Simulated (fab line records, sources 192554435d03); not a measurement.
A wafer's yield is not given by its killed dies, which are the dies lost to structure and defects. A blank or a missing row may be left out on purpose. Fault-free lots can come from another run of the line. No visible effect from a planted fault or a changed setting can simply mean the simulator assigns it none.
Split-lot experiment + flow n5-finfet + on a route of 1938 steps: 7 lots, 39 wafers read

## SPLIT DETAILS
At N5_HKMG_FIN_ETCH_32 (etches SOC in N2/H2, target depth 240 nm, time 300 s), the setting target-depth-a was moved away from the recipe's 2400 angstrom on 15 of the 39 wafers read, by -11.6% to +9.8%. The other wafers ran this setting at the recipe's value.

The reading is taken at the split's own step.

## THE READING
HKMG_FIN.feature-depth-nm (the simulator's own value, which no gauge read), in nm, at N5_HKMG_FIN_ETCH_32 (etches SOC in N2/H2, target depth 240 nm, time 300 s). The file does not state a usual value for it. Average 239.4 nm, standard deviation 5 nm, over the 24 wafers here run with the recipe.

| wafer  | tool, chamber at the split | target-depth-a as run, angstrom | against the recipe | HKMG_FIN.feature-depth-nm, nm | against lot-mates on the recipe |
|--------|----------------------------|---------------------------------|--------------------|-------------------------------|---------------------------------|
| L074.1 | rie-diel-02, 2             | 2400                            | recipe             | 236.4                         | -                               |
| L074.2 | rie-diel-02, 0             | 2400                            | recipe             | 240.2                         | -                               |
| L074.3 | rie-diel-02, 1             | 2400                            | recipe             | 228.8                         | -                               |
| L074.4 | rie-diel-02, 3             | 2400                            | recipe             | 240.8                         | -                               |
| L074.5 | rie-diel-02, 3             | 2400                            | recipe             | 239.8                         | -                               |
| L074.6 | rie-diel-02, 0             | 2400                            | recipe             | 240                           | -                               |
| L076.1 | rie-diel-06, 1             | 2121                            | -11.6%             | 212                           | -25.9                           |
| L076.2 | rie-diel-06, 3             | 2121                            | -11.6%             | 214                           | -23.9                           |
| L076.3 | rie-diel-06, 2             | 2400                            | recipe             | 241.2                         | -                               |
| L076.4 | rie-diel-06, 0             | 2400                            | recipe             | 235.2                         | -                               |
| L076.5 | rie-diel-06, 2             | 2121                            | -11.6%             | 212.8                         | -25.1                           |
| L076.6 | rie-diel-06, 1             | 2400                            | recipe             | 237.4                         | -                               |
| L078.1 | rie-diel-06, 2             | 2400                            | recipe             | 239                           | -                               |
| L078.2 | rie-diel-06, 1             | 2400                            | recipe             | 239.2                         | -                               |
| L078.5 | rie-diel-06, 0             | 2400                            | recipe             | 235.2                         | -                               |
| L080.1 | rie-diel-06, 1             | 2235                            | -6.9%              | 220.4                         | -16.5                           |
| L080.2 | rie-diel-06, 2             | 2235                            | -6.9%              | 222.6                         | -14.3                           |
| L080.3 | rie-diel-06, 0             | 2235                            | -6.9%              | 215.8                         | -21.1                           |
| L080.4 | rie-diel-06, 1             | 2400                            | recipe             | 238                           | -                               |
| L080.5 | rie-diel-06, 0             | 2400                            | recipe             | 235.6                         | -                               |
| L080.6 | rie-diel-06, 2             | 2400                            | recipe             | 237.2                         | -                               |
| L093.1 | rie-diel-06, 2             | 2231                            | -7.0%              | 223                           | -24.6                           |
| L093.2 | rie-diel-06, 3             | 2231                            | -7.0%              | 234.8                         | -12.8                           |
| L093.3 | rie-diel-06, 1             | 2231                            | -7.0%              | 221.2                         | -26.4                           |
| L093.4 | rie-diel-06, 0             | 2400                            | recipe             | 244                           | -                               |
| L093.5 | rie-diel-06, 0             | 2400                            | recipe             | 246                           | -                               |
| L093.6 | rie-diel-06, 3             | 2400                            | recipe             | 252.8                         | -                               |
| L094.1 | rie-diel-01, 0             | 2635                            | +9.8%              | 252.4                         | +13.3                           |
| L094.2 | rie-diel-01, 3             | 2635                            | +9.8%              | 270.4                         | +31.3                           |
| L094.3 | rie-diel-01, 2             | 2400                            | recipe             | 243.6                         | -                               |
| L094.4 | rie-diel-01, 1             | 2635                            | +9.8%              | 269                           | +29.9                           |
| L094.5 | rie-diel-01, 1             | 2400                            | recipe             | 244.2                         | -                               |
| L094.6 | rie-diel-01, 0             | 2400                            | recipe             | 229.4                         | -                               |
| L097.1 | rie-diel-06, 3             | 2505                            | +4.4%              | 259.4                         | +19.1                           |
| L097.2 | rie-diel-06, 1             | 2400                            | recipe             | 238.6                         | -                               |
| L097.3 | rie-diel-06, 0             | 2400                            | recipe             | 243.6                         | -                               |
| L097.4 | rie-diel-06, 0             | 2505                            | +4.4%              | 252.6                         | +12.3                           |
| L097.5 | rie-diel-06, 1             | 2400                            | recipe             | 238.6                         | -                               |
| L097.6 | rie-diel-06, 3             | 2505                            | +4.4%              | 260.8                         | +20.5                           |

FIT RESULTS
A straight line over all 39 wafers: HKMG_FIN.feature-depth-nm changes by +2.49 nm for each +1% of target-depth-a; r = +0.92; the points scatter about the line by 5.7 nm.
The same after taking each lot's own level away (the mean of its wafers on the recipe; 39 wafers): +2.55 nm for each +1%; r = +0.94; scatter 5 nm.
On that fit, the largest move of target-depth-a shifts the reading by 30 nm.
From 236.93 to 247.60 nm: that is the span of the lots' own levels, equal to 2.1 times the standard deviation above.
The two slopes are in agreement: the lot-to-lot level therefore moves the slope only a little.
Check: for one of the wafers moved furthest among these (-11.6%), held out of the fit, the line's prediction against its lot-mates is -29.6 nm. It came out at -25.9 nm against them.

## OTHER SPLITS ON THESE WAFERS
Other splits were also applied to these wafers ahead of the reading. Each is held against what the fit with the lots' levels taken away leaves over:
| other split on the same wafers          | wafers away from the commonest value | r with HKMG_FIN.feature-depth-nm (lot level and that fit taken away) |
|-----------------------------------------|--------------------------------------|----------------------------------------------------------------------|
| N5_WELL_APT_IMPLANT_31 energy-kev       | 12                                   | -0.37                                                                |
| N5_FIN_SAQP_SPACER1_ALD_24 ald-cycles   | 15                                   | -0.15                                                                |
| N5_DUMMY_GATE_ETCH_31 target-depth-a    | 15                                   | +0.04                                                                |
| N5_DUMMY_GATE_ETCH_44 target-depth-a    | 12                                   | +0.16                                                                |
| N5_SPACER0_ALD_08 target-thk-a          | 12                                   | +0.28                                                                |
| N5_SD_EPI_P_SD_RECESS_17 target-depth-a | 12                                   | +0.21                                                                |

## THE WHOLE CHAIN: every reading that the file lists as answering this split, in the file's order
| step                | what it does                                         | reading                                                                    | change (the file's fit)              | r (the file's) |
|---------------------|------------------------------------------------------|----------------------------------------------------------------------------|--------------------------------------|----------------|
| N5_HKMG_FIN_ETCH_32 | etches SOC in N2/H2, target depth 240 nm, time 300 s | etch.depth-nm (the simulator's own value, which no gauge read)             | +2.53 nm for each +1% of the setting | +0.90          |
| N5_HKMG_FIN_ETCH_32 | etches SOC in N2/H2, target depth 240 nm, time 300 s | HKMG_FIN.feature-depth-nm (the simulator's own value, which no gauge read) | +2.53 nm for each +1% of the setting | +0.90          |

## FILE'S OWN FIT
HKMG_FIN.feature-depth-nm changes by +2.53 nm for each +1% of target-depth-a, r = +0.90.
